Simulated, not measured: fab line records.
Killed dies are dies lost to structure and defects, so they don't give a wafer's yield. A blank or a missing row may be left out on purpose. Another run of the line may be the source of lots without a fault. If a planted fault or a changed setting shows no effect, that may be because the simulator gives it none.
Chamber matching | flow n5_finfet | rie_diel-03 running N5_BEOL_M0_SAQP_ETCH_83: 4 sister chambers
The step etches SiARC in CF4, target depth 39 nm, time 65 s. 16 wafers are shown with their chamber, then 8 later ones without.

== WAFERS, EACH WITH ITS CHAMBER ==
wafer  | chamber | showerhead_plenum_p_Torr (Torr) | etch_rf_on_time_s (s) | throttle_valve_pct (%)
L079.4 | 3       | 2.17                            | 65.0                  | 15.46
L079.5 | 3       | 2.17                            | 64.9                  | 15.47
L079.6 | 0       | 2.21                            | 66.2                  | 15.59
L082.2 | 1       | 2.22                            | 66.1                  | 15.66
L082.3 | 2       | 2.11                            | 64.7                  | 15.56
L082.6 | 2       | 2.11                            | 65.4                  | 15.56
L084.1 | 3       | 2.16                            | 64.7                  | 15.47
L084.2 | 1       | 2.22                            | 66.5                  | 15.67
L084.4 | 0       | 2.21                            | 65.9                  | 15.63
L086.1 | 3       | 2.16                            | 65.2                  | 15.49
L086.3 | 2       | 2.11                            | 65.5                  | 15.04
L086.4 | 0       | 2.21                            | 66.8                  | 15.63
L092.1 | 3       | 2.16                            | 65.1                  | 15.51
L092.3 | 1       | 2.21                            | 67.1                  | 15.69
L092.6 | 1       | 2.21                            | 66.9                  | 15.71
L091.3 | 0       | 2.21                            | 66.5                  | 15.66

SIGNATURES, as means of the wafers listed above
reading                  | chamber 0 | chamber 1 | chamber 2 | chamber 3 | scatter within a chamber
showerhead_plenum_p_Torr | 2.2100    | 2.2150    | 2.1100    | 2.1640    | 0.00428
etch_rf_on_time_s        | 66.350    | 66.650    | 65.200    | 64.980    | 0.361
throttle_valve_pct       | 15.6275   | 15.6825   | 15.3867   | 15.4800   | 0.124
Rule: for each reading, subtract the chamber's mean from the wafer's reading, divide by that reading's scatter and square the result; add these up over the readings and take the root, which gives the wafer's distance from the chamber. The wafer belongs to the nearest chamber; if the next one is less than 2 further off, it can't be placed. How the scatter is found: for the shown wafers, subtract from each reading the mean of its chamber, square and add these, divide the total by (wafers less chambers), then take the root.

== WAFERS WITHOUT THEIR CHAMBER ==
wafer  | showerhead_plenum_p_Torr (Torr) | etch_rf_on_time_s (s) | throttle_valve_pct (%)
L091.4 | 2.16                            | 64.8                  | 15.52
L091.6 | 2.21                            | 67.3                  | 15.70
L093.1 | 2.20                            | 66.8                  | 15.65
L093.4 | 2.21                            | 67.2                  | 15.71
L093.6 | 2.21                            | 67.5                  | 15.72
L096.1 | 2.21                            | 67.5                  | 15.72
L096.3 | 2.10                            | 65.4                  | 15.10
L096.5 | 2.16                            | 64.1                  | 15.51

== CHAMBER TAKEN BY EACH ==
wafer  | from the rows above     | in truth
L091.4 | 3                       | 3
L091.6 | can't be placed: 1 or 0 | 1
L093.1 | can't be placed: 0 or 1 | 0
L093.4 | can't be placed: 1 or 0 | 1
L093.6 | can't be placed: 1 or 0 | 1
L096.1 | can't be placed: 1 or 0 | 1
L096.3 | 2                       | 2
L096.5 | 3                       | 3
Correct placement for 3 of the 8. These rows do not allow placing 5 (true chamber among the candidates in 5). Placed wrongly: 0.
